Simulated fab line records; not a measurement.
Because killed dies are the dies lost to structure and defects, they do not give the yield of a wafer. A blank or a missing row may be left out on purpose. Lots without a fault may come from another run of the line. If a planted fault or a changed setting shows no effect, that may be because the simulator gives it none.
Shared-tool check | flow nand harc | 12 lots, 34 wafers sampled

== WHY IT WAS OPENED ==
On 2 of the 12 lots, a flag is raised at NHARC_P_GATE_INSPECT_68 on the reading raw defect count. Fault-free wafers read 209, with a standard deviation of 79.
Rule: a lot is flagged in two cases, either no wafer of it has a number, or all its wafers with numbers fall more than 4 standard deviations from that mean. The other lots count as sound.

lot  | measured     | on                | raw defect count, wafer by wafer | flag
L550 | day 5 13:09  | defect inspect-02 | 220 146 174                      |
L551 | day 6 07:31  | defect inspect-01 | 154 206 168                      |
L556 | day 8 08:52  | defect inspect-02 | 1187 1183                        | FLAGGED
L557 | day 8 11:57  | defect inspect-01 | 1169 1190                        | FLAGGED
L563 | day 11 06:57 | defect inspect-01 | 308 187 202                      |
L564 | day 11 23:55 | defect inspect-02 | 247 160 202                      |
L565 | day 12 00:23 | defect inspect-02 | 151 232 434                      |
L566 | day 12 13:54 | defect inspect-01 | 507 182 177                      |
L568 | day 13 10:13 | defect inspect-01 | 217 118 156                      |
L569 | day 13 23:25 | defect inspect-02 | 349 293 237                      |
L570 | day 14 03:29 | defect inspect-01 | 155 115 200                      |
L573 | day 15 04:02 | defect inspect-01 | 161 157 160                      |
On average the flagged lots' numbers are 1182, which is +973 against the usual, or +12 standard deviations.

== LOT BY LOT: THE TOOL USED ==
Before the reading, the record contains 4 process steps out of a 1302-step route. Cell contents, in order: the tool; ch with the chambers the sampled wafers went through; the start.
lot  | flag    | NHARC_P_GATE_STRIP_75                | NHARC_P_GATE_STRIP_112               | NHARC_P_GATE_RTA_80              | NHARC_P_GATE_RTA_82
L550 |         | plasma asher-02 ch 0,1, day 5 07:35  | plasma asher-02 ch 0,1, day 5 09:07  | rtp anneal-01 ch 0, day 5 12:34  | rtp anneal-02 ch 0, day 5 13:02
L551 |         | plasma asher-01 ch 0,1, day 6 01:14  | plasma asher-01 ch 0,1, day 6 02:50  | rtp anneal-02 ch 0, day 6 06:38  | rtp anneal-02 ch 0, day 6 07:19
L556 | FLAGGED | plasma asher-02 ch 0, day 8 03:21    | plasma asher-02 ch 1, day 8 04:48    | rtp anneal-02 ch 0, day 8 08:20  | rtp anneal-01 ch 0, day 8 08:48
L557 | FLAGGED | plasma asher-02 ch 1, day 8 06:19    | plasma asher-02 ch 1, day 8 07:53    | rtp anneal-01 ch 0, day 8 11:26  | rtp anneal-01 ch 0, day 8 11:53
L563 |         | plasma asher-02 ch 0,1, day 11 01:09 | plasma asher-01 ch 0,1, day 11 02:44 | rtp anneal-02 ch 0, day 11 06:17 | rtp anneal-01 ch 0, day 11 06:45
L564 |         | plasma asher-02 ch 0,1, day 11 18:28 | plasma asher-02 ch 0,1, day 11 19:51 | rtp anneal-02 ch 0, day 11 23:19 | rtp anneal-01 ch 0, day 11 23:47
L565 |         | plasma asher-01 ch 0, day 11 18:39   | plasma asher-02 ch 0,1, day 11 20:06 | rtp anneal-02 ch 0, day 11 23:44 | rtp anneal-01 ch 0, day 12 00:11
L566 |         | plasma asher-01 ch 0,1, day 12 07:58 | plasma asher-02 ch 0,1, day 12 09:25 | rtp anneal-01 ch 0, day 12 13:14 | rtp anneal-01 ch 0, day 12 13:42
L568 |         | plasma asher-01 ch 0,1, day 13 04:22 | plasma asher-01 ch 0,1, day 13 05:43 | rtp anneal-01 ch 0, day 13 09:36 | rtp anneal-02 ch 0, day 13 10:04
L569 |         | plasma asher-02 ch 0,1, day 13 17:43 | plasma asher-01 ch 0,1, day 13 19:13 | rtp anneal-02 ch 0, day 13 22:47 | rtp anneal-01 ch 0, day 13 23:14
L570 |         | plasma asher-01 ch 0,1, day 13 21:49 | plasma asher-02 ch 0,1, day 13 23:16 | rtp anneal-02 ch 0, day 14 02:52 | rtp anneal-01 ch 0, day 14 03:19
L573 |         | plasma asher-02 ch 0,1, day 14 22:27 | plasma asher-01 ch 0,1, day 14 23:55 | rtp anneal-01 ch 0, day 15 03:23 | rtp anneal-01 ch 0, day 15 03:51
These steps, and what they do:
- NHARC_P_GATE_STRIP_75: strips in O2.
- NHARC_P_GATE_STRIP_112: strips in N2/H2, time 200 s.
- NHARC_P_GATE_RTA_80: time 30 s.
- NHARC_P_GATE_RTA_82: time 30 s.
- NHARC_P_GATE_INSPECT_68

== FLAGGED OVER TOTAL, TOOL BY TOOL (the gauges that took the reading come last) ==
step                    | tool              | lots run | flagged | share of the flagged lots | sound lots run after its first flagged lot
NHARC_P_GATE_STRIP_75   | plasma asher-01   | 5        | 0       | none                      | -
NHARC_P_GATE_STRIP_75   | plasma asher-02   | 7        | 2       | all                       | 4 (L563,L564,L569,L573)
NHARC_P_GATE_STRIP_112  | plasma asher-01   | 5        | 0       | none                      | -
NHARC_P_GATE_STRIP_112  | plasma asher-02   | 7        | 2       | all                       | 4 (L564,L565,L566,L570)
NHARC_P_GATE_RTA_80     | rtp anneal-01     | 5        | 1       | some                      | 3 (L566,L568,L573)
NHARC_P_GATE_RTA_80     | rtp anneal-02     | 7        | 1       | some                      | 5 (L563,L564,L565,L569,L570)
NHARC_P_GATE_RTA_82     | rtp anneal-01     | 9        | 2       | all                       | 7 (L563,L564,L565,L566,L569,L570,L573)
NHARC_P_GATE_RTA_82     | rtp anneal-02     | 3        | 0       | none                      | -
NHARC_P_GATE_INSPECT_68 | defect inspect-01 | 7        | 1       | some                      | 5 (L563,L566,L568,L570,L573)
NHARC_P_GATE_INSPECT_68 | defect inspect-02 | 5        | 1       | some                      | 3 (L564,L565,L569)

== WHAT IS ALLOWED BY THE TABLE ==
Rows of the table that ran every flagged lot, 3 in all: plasma asher-02 at NHARC_P_GATE_STRIP_75, plasma asher-02 at NHARC_P_GATE_STRIP_112, rtp anneal-01 at NHARC_P_GATE_RTA_82.
- plasma asher-02 at NHARC_P_GATE_STRIP_75 ran 7 lots, 2 of them flagged. Sound lots followed the first flagged one (L563, L564, L569, L573) on it, something a lasting fault affecting the whole tool could not allow.
- plasma asher-02 at NHARC_P_GATE_STRIP_112 ran 7 lots, 2 of them flagged. Sound lots followed the first flagged one (L564, L565, L566, L570) on it, something a lasting fault affecting the whole tool could not allow.
- rtp anneal-01 at NHARC_P_GATE_RTA_82 ran 9 lots, 2 of them flagged. Sound lots followed the first flagged one (L563, L564, L565, L566, L569, L570, L573) on it, something a lasting fault affecting the whole tool could not allow.
There is no row in the table that ran each flagged lot and no sound lot after the first.

== WHAT THE SIMULATOR HAD INSERTED ==
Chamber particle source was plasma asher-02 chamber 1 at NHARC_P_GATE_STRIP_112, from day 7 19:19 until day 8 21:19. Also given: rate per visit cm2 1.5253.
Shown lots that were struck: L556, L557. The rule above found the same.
